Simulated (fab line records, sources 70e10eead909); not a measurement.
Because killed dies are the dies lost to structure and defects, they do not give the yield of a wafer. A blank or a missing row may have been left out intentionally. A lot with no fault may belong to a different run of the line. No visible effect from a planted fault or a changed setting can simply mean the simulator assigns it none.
Matching of chambers | flow nandHarc | 4 sister chambers for NHARC_A_M1_ETCH_35 on rieDiel-02
The step etches the open film in N2/H2, target depth 40 nm, overetch 12 nm, time 43.94 s. 4 wafers are shown with their chamber, then 7 later ones without.

== WAFERS, EACH WITH ITS CHAMBER ==
wafer  | chamber | drypumpMotorCurrentA (A)
L082.3 | 3       | 4.8
L081.2 | 2       | 5.6
L088.1 | 0       | 5.8
L088.4 | 1       | 6.1

== WAFERS MISSING THEIR CHAMBER ==
wafer  | drypumpMotorCurrentA (A)
L088.5 | 5.7
L095.2 | 4.8
L095.3 | 6.1
L095.6 | 5.6
L096.3 | 5.6
L096.4 | 4.8
L096.6 | 6.1

== WHICH CHAMBER EACH ONE RAN IN ==
wafer  | from the rows above     | in truth
L088.5 | can't be placed: 0 or 2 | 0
L095.2 | 3                       | 3
L095.3 | 1                       | 1
L095.6 | 2                       | 2
L096.3 | 2                       | 2
L096.4 | 3                       | 3
L096.6 | 1                       | 1
6 of 7 placed correctly. These rows do not allow placing 1 (true chamber among the candidates in 1). 0 placed wrongly.
How it was worked out, from the rows above alone: a wafer's distance from a chamber is the root of the sum, over the readings, of the square of ((its reading less the chamber's mean) divided by the reading's scatter). If the next closest chamber is less than 2 further off than the closest, the wafer can't be placed; otherwise it belongs to the closest. The mean given for a chamber averages the wafers shown for that chamber. The scatter (one wafer shown for each chamber): square how far every hidden wafer sits from the nearest shown wafer, average those squares and take the square root.
